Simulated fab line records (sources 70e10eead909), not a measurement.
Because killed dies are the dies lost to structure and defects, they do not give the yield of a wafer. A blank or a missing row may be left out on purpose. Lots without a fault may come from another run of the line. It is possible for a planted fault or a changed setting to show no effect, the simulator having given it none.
Tool commonality check | flow nand-harc | 12 lots and 36 wafers in the sample

REASON IT WAS OPENED
On 2 of the 12 lots, a flag is raised at NHARC_A_SOURCE_PLATE_THK_MEAS_06 on the reading thk-nm. Wafers without a fault read 199.5 nm, standard deviation 2.2.
Rule: a lot gets a flag if all its wafers with a number sit over 4 standard deviations from that mean, or if no wafer of it has a number. The other lots count as sound.

lot  | measured     | on            | thk-nm (nm), wafer by wafer | flag
L155 | day 8 11:16  | film-metro-02 | 196.6 196.4 195.9           |
L154 | day 8 11:16  | film-metro-01 | 203.4 203.4 203.3           |
L157 | day 9 06:43  | film-metro-02 | 201.1 200.6 201.0           |
L159 | day 10 11:13 | film-metro-01 | 199.2 200.8 199.2           |
L160 | day 10 14:49 | film-metro-02 | 198.4 198.8 196.6           |
L161 | day 11 03:22 | film-metro-02 | 203.0 202.0 199.0           |
L163 | day 12 09:11 | film-metro-01 | 198.1 199.7 199.4           |
L171 | day 15 06:27 | film-metro-01 | 49.8 49.5 48.7              | FLAGGED
L172 | day 15 12:47 | film-metro-01 | 50.9 48.7 48.5              | FLAGGED
L175 | day 16 21:22 | film-metro-01 | 200.8 201.1 201.3           |
L174 | day 16 21:23 | film-metro-01 | 194.1 195.0 194.5           |
L176 | day 17 08:46 | film-metro-01 | 201.5 204.4 202.2           |
The numbers of the flagged lots are 49.4 nm on average: -150.2 nm against the usual, or -68 standard deviations.

TOOL THAT RAN EACH LOT
The record holds 2 process steps before the reading, out of a route of 1302 steps. Cell contents, in order: the tool; ch with the chambers the sampled wafers went through; the start.
lot  | flag    | NHARC_A_ZERO_WELL_ETCH_19          | NHARC_A_SOURCE_PLATE_CVD_03
L155 |         | rie-diel-11 ch 0,1,2, day 7 14:54  | lpcvd-poly-04 ch 0, day 8 01:22
L154 |         | rie-diel-11 ch 1,2,3, day 7 15:46  | lpcvd-poly-04 ch 0, day 8 01:22
L157 |         | rie-diel-09 ch 0,2,3, day 8 09:15  | lpcvd-poly-02 ch 0, day 8 20:15
L159 |         | rie-diel-11 ch 1,3, day 9 11:49    | lpcvd-poly-03 ch 0, day 9 23:05
L160 |         | rie-diel-11 ch 0,2,3, day 9 16:40  | lpcvd-poly-03 ch 0, day 10 03:52
L161 |         | rie-diel-11 ch 0,1,3, day 10 04:50 | lpcvd-poly-04 ch 0, day 10 16:23
L163 |         | rie-diel-11 ch 1,2, day 11 07:20   | lpcvd-poly-02 ch 0, day 11 22:25
L171 | FLAGGED | rie-diel-11 ch 0,2,3, day 14 09:02 | lpcvd-poly-04, day 14 19:56
L172 | FLAGGED | rie-diel-11 ch 1,2,3, day 14 15:13 | lpcvd-poly-02, day 15 02:22
L175 |         | rie-diel-09 ch 0,1, day 16 02:40   | lpcvd-poly-04 ch 0, day 16 10:46
L174 |         | rie-diel-11 ch 0,3, day 15 23:43   | lpcvd-poly-04 ch 0, day 16 10:46
L176 |         | rie-diel-11 ch 1,2, day 16 09:23   | lpcvd-poly-02 ch 0, day 16 21:56
These steps, and what they do:
- NHARC_A_ZERO_WELL_ETCH_19: etches the open film in N2/H2, target depth 80 nm, overetch 24 nm, time 87.88 s.
- NHARC_A_SOURCE_PLATE_CVD_03: deposits poly-Si, target thk 200 nm, time 4000 s.
- NHARC_A_SOURCE_PLATE_THK_MEAS_06: measures by ellipsometry.

FLAGGED AGAINST TOTAL, ONE TOOL AT A TIME (gauges that did the reading follow at the end)
step                             | tool          | lots run | flagged | share of the flagged lots | sound lots run after its first flagged lot
NHARC_A_ZERO_WELL_ETCH_19        | rie-diel-09   | 2        | 0       | none                      | -
NHARC_A_ZERO_WELL_ETCH_19        | rie-diel-11   | 10       | 2       | all                       | 2 (L174,L176)
NHARC_A_SOURCE_PLATE_CVD_03      | lpcvd-poly-02 | 4        | 1       | some                      | 1 (L176)
NHARC_A_SOURCE_PLATE_CVD_03      | lpcvd-poly-03 | 2        | 0       | none                      | -
NHARC_A_SOURCE_PLATE_CVD_03      | lpcvd-poly-04 | 6        | 1       | some                      | 2 (L174,L175)
NHARC_A_SOURCE_PLATE_THK_MEAS_06 | film-metro-01 | 8        | 2       | all                       | 3 (L175,L174,L176)
NHARC_A_SOURCE_PLATE_THK_MEAS_06 | film-metro-02 | 4        | 0       | none                      | -

WHAT THE TABLE PERMITS
rie-diel-11 at NHARC_A_ZERO_WELL_ETCH_19 and film-metro-01 at NHARC_A_SOURCE_PLATE_THK_MEAS_06 are the 2 rows of the table that ran each flagged lot.
- rie-diel-11 at NHARC_A_ZERO_WELL_ETCH_19 ran 10 lots, 2 of them flagged. After the first flagged lot (L174, L176), sound lots still ran on it; a lasting fault on the whole tool would not permit that.
- film-metro-01 at NHARC_A_SOURCE_PLATE_THK_MEAS_06 ran 8 lots, 2 of them flagged. After the first flagged lot (L175, L174, L176), sound lots still ran on it; a lasting fault on the whole tool would not permit that.
Every row of the table either missed a flagged lot or ran a sound lot after the first.

WHAT THE SIMULATOR PUT IN
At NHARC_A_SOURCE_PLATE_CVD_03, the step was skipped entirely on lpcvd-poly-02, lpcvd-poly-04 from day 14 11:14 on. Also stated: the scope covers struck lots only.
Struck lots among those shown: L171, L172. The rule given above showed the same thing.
